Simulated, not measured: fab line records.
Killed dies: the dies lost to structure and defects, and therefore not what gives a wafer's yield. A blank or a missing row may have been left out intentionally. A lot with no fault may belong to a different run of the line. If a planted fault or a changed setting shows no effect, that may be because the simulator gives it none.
Matching of chambers || flow n5Finfet || N5_BEOL_M3_ETCH_63 on rieDiel-04 has 4 sister chambers
The step etches SiARC in CF4, target depth 15.6 nm, time 26 s. 8 wafers are shown with their chamber, then 7 later ones without.

EACH WAFER AND ITS CHAMBER
{"wafer": "L074.6", "chamber": 2, "drypumpMotorCurrentA (A)": 4.7, "showerheadPlenumPTorr (Torr)": 2.01}
{"wafer": "L075.5", "chamber": 2, "drypumpMotorCurrentA (A)": 4.8, "showerheadPlenumPTorr (Torr)": 2.01}
{"wafer": "L079.4", "chamber": 1, "drypumpMotorCurrentA (A)": 5.6, "showerheadPlenumPTorr (Torr)": 2.15}
{"wafer": "L082.2", "chamber": 1, "drypumpMotorCurrentA (A)": 5.6, "showerheadPlenumPTorr (Torr)": 2.14}
{"wafer": "L082.3", "chamber": 0, "drypumpMotorCurrentA (A)": 5.3, "showerheadPlenumPTorr (Torr)": 2.18}
{"wafer": "L082.6", "chamber": 3, "drypumpMotorCurrentA (A)": 6.4, "showerheadPlenumPTorr (Torr)": 2.13}
{"wafer": "L089.2", "chamber": 0, "drypumpMotorCurrentA (A)": 5.3, "showerheadPlenumPTorr (Torr)": 2.17}
{"wafer": "L089.3", "chamber": 3, "drypumpMotorCurrentA (A)": 6.4, "showerheadPlenumPTorr (Torr)": 2.12}

WAFERS WITH NO CHAMBER GIVEN
{"wafer": "L089.6", "drypumpMotorCurrentA (A)": 4.7, "showerheadPlenumPTorr (Torr)": 2.00}
{"wafer": "L094.2", "drypumpMotorCurrentA (A)": 6.4, "showerheadPlenumPTorr (Torr)": 2.12}
{"wafer": "L094.3", "drypumpMotorCurrentA (A)": 5.3, "showerheadPlenumPTorr (Torr)": 2.17}
{"wafer": "L094.5", "drypumpMotorCurrentA (A)": 4.8, "showerheadPlenumPTorr (Torr)": 2.00}
{"wafer": "L096.1", "drypumpMotorCurrentA (A)": 5.2, "showerheadPlenumPTorr (Torr)": 2.17}
{"wafer": "L096.3", "drypumpMotorCurrentA (A)": 5.6, "showerheadPlenumPTorr (Torr)": 2.13}
{"wafer": "L096.5", "drypumpMotorCurrentA (A)": 5.6, "showerheadPlenumPTorr (Torr)": 2.13}

THE CHAMBER EACH PASSED THROUGH
{"wafer": "L089.6", "from the rows above": 2, "in truth": 2}
{"wafer": "L094.2", "from the rows above": 3, "in truth": 3}
{"wafer": "L094.3", "from the rows above": 0, "in truth": 0}
{"wafer": "L094.5", "from the rows above": 2, "in truth": 2}
{"wafer": "L096.1", "from the rows above": 0, "in truth": 0}
{"wafer": "L096.3", "from the rows above": 1, "in truth": 1}
{"wafer": "L096.5", "from the rows above": 1, "in truth": 1}
7 of 7 placed correctly. Not placeable from these rows: 0. Placed wrongly: 0.
How it was worked out, from the rows above alone: a wafer's distance from a chamber is the root of the sum, over the readings, of the square of ((its reading less the chamber's mean) divided by the reading's scatter). The wafer belongs to the nearest chamber; if the next one is less than 2 further off, it can't be placed. For every chamber, the mean is computed from those of its wafers that are shown. The scatter: the root of (the sum of the squares of (reading less its chamber's mean) over the shown wafers, divided by (wafers less chambers)).
